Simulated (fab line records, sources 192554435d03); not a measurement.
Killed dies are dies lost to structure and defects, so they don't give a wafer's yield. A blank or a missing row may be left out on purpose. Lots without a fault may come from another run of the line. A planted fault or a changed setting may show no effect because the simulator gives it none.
Chamber matching | flow n5_finfet | N5_PASSIVATION_PECVD_00 on pecvd-03: 3 sister chambers
The step deposits SiO2 from SiH4/N2O, target thk 200 nm, time 11.2 s. 3 wafers are shown with their chamber, then 8 later ones without.

WAFERS WITH THEIR CHAMBER
wafer  | chamber | showerhead_plenum_p_Torr (Torr)
L083.5 | 0       | 8.35
L083.6 | 1       | 8.24
L084.2 | 2       | 8.37

WAFERS WITHOUT THEIR CHAMBER
wafer  | showerhead_plenum_p_Torr (Torr)
L084.3 | 8.36
L084.6 | 8.25
L095.2 | 8.36
L095.3 | 8.25
L095.4 | 8.23
L097.3 | 8.38
L097.5 | 8.35
L097.6 | 8.23

WHICH CHAMBER EACH WENT THROUGH
wafer  | from the rows above     | in truth
L084.3 | can't be placed: 0 or 2 | 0
L084.6 | 1                       | 1
L095.2 | can't be placed: 0 or 2 | 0
L095.3 | 1                       | 1
L095.4 | 1                       | 1
L097.3 | 2                       | 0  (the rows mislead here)
L097.5 | 0                       | 0
L097.6 | 1                       | 1
Placed correctly: 5 of 8. Can't be placed from these rows: 2 (the true chamber is among the candidates in 2). Placed wrongly: 1.
How it was worked out, from the rows above alone: a wafer's distance from a chamber is the root of the sum, over the readings, of the square of ((its reading less the chamber's mean) divided by the reading's scatter). The wafer belongs to the nearest chamber; if the next one is less than 2 further off, it can't be placed. A chamber's mean is the mean of its shown wafers. The scatter: with one shown wafer a chamber, the root of the mean of the squares of how far each hidden wafer lies from its nearest shown one.
